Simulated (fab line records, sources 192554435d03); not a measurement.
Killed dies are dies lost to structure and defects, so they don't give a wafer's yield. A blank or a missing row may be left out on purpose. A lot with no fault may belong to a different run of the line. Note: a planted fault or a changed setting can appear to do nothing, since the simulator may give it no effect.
Matching of chambers	flow n5_finfet	N5_BEOL_M10_ILD_DEP_00 on pecvd-01: 3 sister chambers
The step deposits SiCOH lowk from DEMS/porogen, target thk 308.51 nm, time 58 s. 3 wafers are shown with their chamber, then 9 later ones without.

== EACH WAFER AND ITS CHAMBER ==
wafer	chamber	throttle_valve_pct (%)
L087.1	0	14.8
L093.4	1	14.5
L093.5	2	13.4

== WAFERS MISSING THEIR CHAMBER ==
wafer	throttle_valve_pct (%)
L092.2	13.6
L092.5	14.2
L092.6	14.8
L095.1	15.0
L095.3	14.0
L095.4	13.5
L096.1	14.9
L096.3	14.4
L096.4	15.1

== WHICH CHAMBER EACH WENT THROUGH ==
wafer	from the rows above	in truth
L092.2	2	2
L092.5	can't be placed: 1 or 0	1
L092.6	can't be placed: 0 or 1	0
L095.1	can't be placed: 0 or 1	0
L095.3	can't be placed: 1 or 2 or 0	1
L095.4	2	2
L096.1	can't be placed: 0 or 1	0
L096.3	can't be placed: 1 or 0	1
L096.4	can't be placed: 0 or 1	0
2 of 9 placed correctly. These rows do not allow placing 7 (true chamber among the candidates in 7). Placed wrongly: 0.
How it was worked out, from the rows above alone: a wafer's distance from a chamber is the root of the sum, over the readings, of the square of ((its reading less the chamber's mean) divided by the reading's scatter). The wafer belongs to the nearest chamber; if the next one is less than 2 further off, it can't be placed. A chamber's mean is the mean of its shown wafers. The scatter: root of mean squared gap, hidden wafer to nearest shown wafer, with one shown wafer a chamber.
